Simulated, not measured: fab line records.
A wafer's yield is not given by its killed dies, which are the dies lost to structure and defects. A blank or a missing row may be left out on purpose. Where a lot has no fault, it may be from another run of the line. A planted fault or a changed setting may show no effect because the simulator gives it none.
Which tool is to blame? :: flow n5Finfet :: Sampling: 24 lots, 72 wafers, 4 of 1938 route steps

== WHAT EACH GAUGE READ, for each wafer ==
N5_BEOL_M14_CD_MEAS_10 targets a cd of 250 nm. Usual: cdNm at 247.6 nm, with a standard deviation of 2.3.
lot: L076
measured: day 15 10:23
on: cdSem-01
cdNm (nm): 244.3 245.7 242.9
flag: 

lot: L074
measured: day 15 14:46
on: cdSem-02
cdNm (nm): 252.3 248.2 251.2
flag: 

lot: L075
measured: day 15 16:31
on: cdSem-02
cdNm (nm): 251.7 249.5 246.8
flag: 

lot: L077
measured: day 16 01:39
on: cdSem-01
cdNm (nm): 246.4 247.2 245.9
flag: 

lot: L078
measured: day 16 02:25
on: cdSem-03
cdNm (nm): 249.1 244.7 246.8
flag: 

lot: L079
measured: day 16 15:32
on: cdSem-01
cdNm (nm): 250.8 249.7 253.8
flag: 

lot: L081
measured: day 16 16:09
on: cdSem-01
cdNm (nm): 249.3 252.3 251.3
flag: 

lot: L083
measured: day 16 20:49
on: cdSem-03
cdNm (nm): 244.6 245.4 245.9
flag: 

lot: L080
measured: day 17 03:28
on: cdSem-03
cdNm (nm): 245.3 248.1 248.2
flag: 

lot: L082
measured: day 17 03:44
on: cdSem-01
cdNm (nm): 244.7 244.9 246.6
flag: 

lot: L085
measured: day 17 06:25
on: cdSem-01
cdNm (nm): 246.8 246.9 249.4
flag: 

lot: L084
measured: day 17 17:34
on: cdSem-02
cdNm (nm): 247.6 244.6 245.7
flag: 

lot: L086
measured: day 17 19:06
on: cdSem-01
cdNm (nm): 246.6 248.1 245.3
flag: 

lot: L089
measured: day 18 12:58
on: cdSem-02
cdNm (nm): 247.9 246.3 248.8
flag: 

lot: L091
measured: day 18 14:04
on: cdSem-01
cdNm (nm): 250.0 248.3 249.7
flag: 

lot: L087
measured: day 18 19:07
on: cdSem-01
cdNm (nm): 247.8 247.7 250.7
flag: 

lot: L090
measured: day 18 22:20
on: cdSem-02
cdNm (nm): 247.5 249.8 250.4
flag: 

lot: L088
measured: day 18 23:36
on: cdSem-02
cdNm (nm): 245.2 249.1 248.4
flag: 

lot: L092
measured: day 19 00:10
on: cdSem-02
cdNm (nm): 242.3 246.6 246.0
flag: 

lot: L093
measured: day 19 16:41
on: cdSem-02
cdNm (nm): 246.0 246.0 250.6
flag: 

lot: L094
measured: day 20 01:11
on: cdSem-03
cdNm (nm): 246.8 247.1 247.5
flag: 

lot: L095
measured: day 20 09:25
on: cdSem-02
cdNm (nm): 245.1 246.5 249.5
flag: 

lot: L096
measured: day 20 12:41
on: cdSem-03
cdNm (nm): 245.7 247.8 251.9
flag: 

lot: L097
measured: day 21 02:36
on: cdSem-01
cdNm (nm): 246.2 245.4 247.4
flag: 

N5_BEOL_M14_INSPECT_30: inspects for defects (macro). Usual: rawDefectCount at 2.0, with a standard deviation of 1.3.
lot: L076
measured: day 15 11:34
on: defectInspect-01
rawDefectCount: 3 3 4
flag: 

lot: L074
measured: day 15 15:53
on: defectInspect-01
rawDefectCount: 2 3 2
flag: 

lot: L075
measured: day 15 17:32
on: defectInspect-02
rawDefectCount: 3 2 2
flag: 

lot: L077
measured: day 16 02:41
on: defectInspect-01
rawDefectCount: 3 3 4
flag: 

lot: L078
measured: day 16 03:27
on: defectInspect-02
rawDefectCount: 2 3 2
flag: 

lot: L079
measured: day 16 16:34
on: defectInspect-02
rawDefectCount: 2 3 1
flag: 

lot: L081
measured: day 16 17:11
on: defectInspect-02
rawDefectCount: 2 2 2
flag: 

lot: L083
measured: day 16 21:44
on: defectInspect-01
rawDefectCount: 4 4 2
flag: 

lot: L080
measured: day 17 04:24
on: defectInspect-02
rawDefectCount: 0 4 2
flag: 

lot: L082
measured: day 17 04:56
on: defectInspect-01
rawDefectCount: 1 0 2
flag: 

lot: L085
measured: day 17 07:34
on: defectInspect-02
rawDefectCount: 1 0 1
flag: 

lot: L084
measured: day 17 18:36
on: defectInspect-01
rawDefectCount: 3 2 1
flag: 

lot: L086
measured: day 17 20:09
on: defectInspect-01
rawDefectCount: 0 2 4
flag: 

lot: L089
measured: day 18 13:52
on: defectInspect-02
rawDefectCount: 2 1 2
flag: 

lot: L091
measured: day 18 15:05
on: defectInspect-01
rawDefectCount: 1 5 1
flag: 

lot: L087
measured: day 18 20:24
on: defectInspect-02
rawDefectCount: 2 2 2
flag: 

lot: L090
measured: day 18 23:17
on: defectInspect-02
rawDefectCount: 2 5 2
flag: 

lot: L088
measured: day 19 00:52
on: defectInspect-01
rawDefectCount: 1 3 1
flag: 

lot: L092
measured: day 19 01:04
on: defectInspect-02
rawDefectCount: 0 2 0
flag: 

lot: L093
measured: day 19 17:43
on: defectInspect-01
rawDefectCount: 0 1 1
flag: 

lot: L094
measured: day 20 02:47
on: defectInspect-02
rawDefectCount: 4 3 1
flag: 

lot: L095
measured: day 20 10:40
on: defectInspect-02
rawDefectCount: 3 4 2
flag: 

lot: L096
measured: day 20 13:43
on: defectInspect-02
rawDefectCount: 2 4 1
flag: 

lot: L097
measured: day 21 03:38
on: defectInspect-02
rawDefectCount: 1 2 3
flag: 

== TOOL THAT RAN EACH LOT (tool first, then ch and the chambers of the sampled wafers, then the start) ==
lot: L076
N5_BEOL_M13_DESCUM_33: rieDiel-06 ch 0,1,3, day 15 05:38
N5_BEOL_M13_DEGAS_41: pvdSputter-01, day 15 08:30

lot: L074
N5_BEOL_M13_DESCUM_33: rieDiel-02 ch 1,3, day 15 11:16
N5_BEOL_M13_DEGAS_41: pvdSputter-01, day 15 12:58

lot: L075
N5_BEOL_M13_DESCUM_33: rieDiel-06 ch 1,2,3, day 15 12:09
N5_BEOL_M13_DEGAS_41: pvdSputter-03, day 15 14:11

lot: L077
N5_BEOL_M13_DESCUM_33: rieDiel-03 ch 0,2,3, day 15 18:02
N5_BEOL_M13_DEGAS_41: pvdSputter-02, day 15 23:32

lot: L078
N5_BEOL_M13_DESCUM_33: rieDiel-06 ch 1,2,3, day 15 21:38
N5_BEOL_M13_DEGAS_41: pvdSputter-02, day 16 00:11

lot: L079
N5_BEOL_M13_DESCUM_33: rieDiel-02 ch 2,3, day 16 05:49
N5_BEOL_M13_DEGAS_41: pvdSputter-01, day 16 13:32

lot: L081
N5_BEOL_M13_DESCUM_33: rieDiel-03 ch 0,3, day 16 12:05
N5_BEOL_M13_DEGAS_41: pvdSputter-01, day 16 14:12

lot: L083
N5_BEOL_M13_DESCUM_33: rieDiel-03 ch 0,1,3, day 16 15:11
N5_BEOL_M13_DEGAS_41: pvdSputter-01, day 16 19:00

lot: L080
N5_BEOL_M13_DESCUM_33: rieDiel-06 ch 0,1, day 16 22:59
N5_BEOL_M13_DEGAS_41: pvdSputter-01, day 17 01:32

lot: L082
N5_BEOL_M13_DESCUM_33: rieDiel-06 ch 1,3, day 17 00:40
N5_BEOL_M13_DEGAS_41: pvdSputter-03, day 17 01:44

lot: L085
N5_BEOL_M13_DESCUM_33: rieDiel-03 ch 2,3, day 17 01:36
N5_BEOL_M13_DEGAS_41: pvdSputter-03, day 17 04:29

lot: L084
N5_BEOL_M13_DESCUM_33: rieDiel-02 ch 0,3, day 17 10:58
N5_BEOL_M13_DEGAS_41: pvdSputter-01, day 17 15:04

lot: L086
N5_BEOL_M13_DESCUM_33: rieDiel-06 ch 1,2,3, day 17 12:50
N5_BEOL_M13_DEGAS_41: pvdSputter-02, day 17 17:17

lot: L089
N5_BEOL_M13_DESCUM_33: rieDiel-03 ch 0,1,2, day 18 08:41
N5_BEOL_M13_DEGAS_41: pvdSputter-02, day 18 11:02

lot: L091
N5_BEOL_M13_DESCUM_33: rieDiel-03 ch 0,1, day 18 09:44
N5_BEOL_M13_DEGAS_41: pvdSputter-03, day 18 12:04

lot: L087
N5_BEOL_M13_DESCUM_33: rieDiel-02 ch 1,2,3, day 18 15:33
N5_BEOL_M13_DEGAS_41: pvdSputter-02, day 18 17:05

lot: L090
N5_BEOL_M13_DESCUM_33: rieDiel-03 ch 0,2,3, day 18 19:08
N5_BEOL_M13_DEGAS_41: pvdSputter-02, day 18 20:32

lot: L088
N5_BEOL_M13_DESCUM_33: rieDiel-03 ch 2,3, day 18 19:41
N5_BEOL_M13_DEGAS_41: pvdSputter-02, day 18 21:02

lot: L092
N5_BEOL_M13_DESCUM_33: rieDiel-02 ch 0,3, day 18 20:23
N5_BEOL_M13_DEGAS_41: pvdSputter-02, day 18 21:32

lot: L093
N5_BEOL_M13_DESCUM_33: rieDiel-03 ch 0,1,2, day 19 11:31
N5_BEOL_M13_DEGAS_41: pvdSputter-01, day 19 14:52

lot: L094
N5_BEOL_M13_DESCUM_33: rieDiel-06 ch 1,2,3, day 19 19:59
N5_BEOL_M13_DEGAS_41: pvdSputter-03, day 19 23:08

lot: L095
N5_BEOL_M13_DESCUM_33: rieDiel-03 ch 0,1, day 20 05:26
N5_BEOL_M13_DEGAS_41: pvdSputter-01, day 20 07:37

lot: L096
N5_BEOL_M13_DESCUM_33: rieDiel-06 ch 1,3, day 20 07:08
N5_BEOL_M13_DEGAS_41: pvdSputter-01, day 20 10:19

lot: L097
N5_BEOL_M13_DESCUM_33: rieDiel-02 ch 1,2, day 20 19:42
N5_BEOL_M13_DEGAS_41: pvdSputter-02, day 21 00:40
- N5_BEOL_M13_DESCUM_33: chemistry O2, time 7.9 s.
- N5_BEOL_M13_DEGAS_41: time 60 s.

== WHAT THE TOOLS THEMSELVES READ (means of the sampled wafers that have a number; where no wafer has one, the mark that the record gives instead) ==
N5_BEOL_M13_DESCUM_33. Usual: drypumpMotorCurrentA 5.7 A, standard deviation 0.4; oesProductAu 0.80 a.u., standard deviation 0.091; rfVppV 243.2 V, standard deviation 1.7; showerheadPlenumPTorr 2.10 Torr, standard deviation 0.081; throttleValvePct 20.4 %, standard deviation 0.36.
lot: L076
tool: rieDiel-06
drypumpMotorCurrentA (A): 5.6
oesProductAu (a.u.): 0.83
rfVppV (V): 242.5
showerheadPlenumPTorr (Torr): 2.09
throttleValvePct (%): 20.5
flag: 

lot: L074
tool: rieDiel-02
drypumpMotorCurrentA (A): 5.0
oesProductAu (a.u.): 0.75
rfVppV (V): 243.0
showerheadPlenumPTorr (Torr): 2.14
throttleValvePct (%): 20.7
flag: 

lot: L075
tool: rieDiel-06
drypumpMotorCurrentA (A): 5.6
oesProductAu (a.u.): 0.77
rfVppV (V): 244.2
showerheadPlenumPTorr (Torr): 2.11
throttleValvePct (%): 20.5
flag: 

lot: L077
tool: rieDiel-03
drypumpMotorCurrentA (A): 5.9
oesProductAu (a.u.): 0.75
rfVppV (V): 242.0
showerheadPlenumPTorr (Torr): 2.03
throttleValvePct (%): 20.3
flag: 

lot: L078
tool: rieDiel-06
drypumpMotorCurrentA (A): 5.6
oesProductAu (a.u.): 0.76
rfVppV (V): 244.0
showerheadPlenumPTorr (Torr): 2.11
throttleValvePct (%): 20.5
flag: 

lot: L079
tool: rieDiel-02
drypumpMotorCurrentA (A): 5.7
oesProductAu (a.u.): 0.70
rfVppV (V): 242.5
showerheadPlenumPTorr (Torr): 2.05
throttleValvePct (%): 20.5
flag: 

lot: L081
tool: rieDiel-03
drypumpMotorCurrentA (A): 5.6
oesProductAu (a.u.): 0.80
rfVppV (V): 243.0
showerheadPlenumPTorr (Torr): 2.05
throttleValvePct (%): 20.4
flag: 

lot: L083
tool: rieDiel-03
drypumpMotorCurrentA (A): 5.8
oesProductAu (a.u.): 0.82
rfVppV (V): 242.5
showerheadPlenumPTorr (Torr): 2.08
throttleValvePct (%): 20.3
flag: 

lot: L080
tool: rieDiel-06
drypumpMotorCurrentA (A): 5.7
oesProductAu (a.u.): 0.82
rfVppV (V): 241.5
showerheadPlenumPTorr (Torr): 2.03
throttleValvePct (%): 20.5
flag: 

lot: L082
tool: rieDiel-06
drypumpMotorCurrentA (A): 5.5
oesProductAu (a.u.): 0.77
rfVppV (V): 242.3
showerheadPlenumPTorr (Torr): 2.06
throttleValvePct (%): 20.9
flag: 

lot: L085
tool: rieDiel-03
drypumpMotorCurrentA (A): 6.2
oesProductAu (a.u.): 0.89
rfVppV (V): 244.5
showerheadPlenumPTorr (Torr): 2.18
throttleValvePct (%): 20.0
flag: 

lot: L084
tool: rieDiel-02
drypumpMotorCurrentA (A): 5.7
oesProductAu (a.u.): 0.76
rfVppV (V): 242.5
showerheadPlenumPTorr (Torr): 2.07
throttleValvePct (%): 20.3
flag: 

lot: L086
tool: rieDiel-06
drypumpMotorCurrentA (A): 5.6
oesProductAu (a.u.): 0.75
rfVppV (V): 244.0
showerheadPlenumPTorr (Torr): 2.10
throttleValvePct (%): 20.5
flag: 

lot: L089
tool: rieDiel-03
drypumpMotorCurrentA (A): 5.7
oesProductAu (a.u.): 0.88
rfVppV (V): 244.4
showerheadPlenumPTorr (Torr): 2.12
throttleValvePct (%): 20.1
flag: 

lot: L091
tool: rieDiel-03
drypumpMotorCurrentA (A): 5.7
oesProductAu (a.u.): 0.86
rfVppV (V): 243.9
showerheadPlenumPTorr (Torr): 2.09
throttleValvePct (%): 20.2
flag: 

lot: L087
tool: rieDiel-02
drypumpMotorCurrentA (A): 5.4
oesProductAu (a.u.): 0.81
rfVppV (V): 243.3
showerheadPlenumPTorr (Torr): 2.18
throttleValvePct (%): 20.6
flag: 

lot: L090
tool: rieDiel-03
drypumpMotorCurrentA (A): 5.9
oesProductAu (a.u.): 0.81
rfVppV (V): 243.4
showerheadPlenumPTorr (Torr): 2.11
throttleValvePct (%): 20.2
flag: 

lot: L088
tool: rieDiel-03
drypumpMotorCurrentA (A): 6.3
oesProductAu (a.u.): 0.77
rfVppV (V): 243.5
showerheadPlenumPTorr (Torr): 2.13
throttleValvePct (%): 20.3
flag: 

lot: L092
tool: rieDiel-02
drypumpMotorCurrentA (A): 5.5
oesProductAu (a.u.): 0.75
rfVppV (V): 243.1
showerheadPlenumPTorr (Torr): 2.13
throttleValvePct (%): 20.3
flag: 

lot: L093
tool: rieDiel-03
drypumpMotorCurrentA (A): 5.7
oesProductAu (a.u.): 0.87
rfVppV (V): 243.4
showerheadPlenumPTorr (Torr): 2.12
throttleValvePct (%): 20.1
flag: 

lot: L094
tool: rieDiel-06
drypumpMotorCurrentA (A): 5.6
oesProductAu (a.u.): 0.73
rfVppV (V): 243.4
showerheadPlenumPTorr (Torr): 2.10
throttleValvePct (%): 20.5
flag: 

lot: L095
tool: rieDiel-03
drypumpMotorCurrentA (A): 5.4
oesProductAu (a.u.): 0.83
rfVppV (V): 243.3
showerheadPlenumPTorr (Torr): 2.05
throttleValvePct (%): 20.3
flag: 

lot: L096
tool: rieDiel-06
drypumpMotorCurrentA (A): 5.5
oesProductAu (a.u.): 0.74
rfVppV (V): 242.8
showerheadPlenumPTorr (Torr): 2.05
throttleValvePct (%): 20.9
flag: 

lot: L097
tool: rieDiel-02
drypumpMotorCurrentA (A): 5.2
oesProductAu (a.u.): 0.77
rfVppV (V): 244.5
showerheadPlenumPTorr (Torr): 2.13
throttleValvePct (%): 20.8
flag: 

N5_BEOL_M13_DEGAS_41. Usual: heaterPowerW at 331 W, with a standard deviation of 48.
lot: L076
tool: pvdSputter-01
heaterPowerW (W): 362
flag: 

lot: L074
tool: pvdSputter-01
heaterPowerW (W): 314
flag: 

lot: L075
tool: pvdSputter-03
heaterPowerW (W): 355
flag: 

lot: L077
tool: pvdSputter-02
heaterPowerW (W): 345
flag: 

lot: L078
tool: pvdSputter-02
heaterPowerW (W): 330
flag: 

lot: L079
tool: pvdSputter-01
heaterPowerW (W): 338
flag: 

lot: L081
tool: pvdSputter-01
heaterPowerW (W): 294
flag: 

lot: L083
tool: pvdSputter-01
heaterPowerW (W): 333
flag: 

lot: L080
tool: pvdSputter-01
heaterPowerW (W): 308
flag: 

lot: L082
tool: pvdSputter-03
heaterPowerW (W): 352
flag: 

lot: L085
tool: pvdSputter-03
heaterPowerW (W): 336
flag: 

lot: L084
tool: pvdSputter-01
heaterPowerW (W): 346
flag: 

lot: L086
tool: pvdSputter-02
heaterPowerW (W): 340
flag: 

lot: L089
tool: pvdSputter-02
heaterPowerW (W): 374
flag: 

lot: L091
tool: pvdSputter-03
heaterPowerW (W): 365
flag: 

lot: L087
tool: pvdSputter-02
heaterPowerW (W): 334
flag: 

lot: L090
tool: pvdSputter-02
heaterPowerW (W): 293
flag: 

lot: L088
tool: pvdSputter-02
heaterPowerW (W): 376
flag: 

lot: L092
tool: pvdSputter-02
heaterPowerW (W): 347
flag: 

lot: L093
tool: pvdSputter-01
heaterPowerW (W): 309
flag: 

lot: L094
tool: pvdSputter-03
heaterPowerW (W): 347
flag: 

lot: L095
tool: pvdSputter-01
heaterPowerW (W): 300
flag: 

lot: L096
tool: pvdSputter-01
heaterPowerW (W): 319
flag: 

lot: L097
tool: pvdSputter-02
heaterPowerW (W): 375
flag: 

== THE ANSWER, worked out from the rows above alone ==
Rule: take the mean of a lot's wafers that have a number; if it is more than 3 standard deviations from the usual mean, the lot is off. A lot without any number at a reading at which 4 lots or more have one is off too. The other lots that the step has rows for count as sound. The gauges are gone through in route order, then the tools' own readings, and for those a lot's mean is taken as printed above. The first step at which some lot is off is used, and at that step the reading that is off furthest; a lot without a number counts as furthest.
None of the lots is off at any reading shown; this tells nothing.

== WHAT THE SIMULATOR HAD PUT IN ==
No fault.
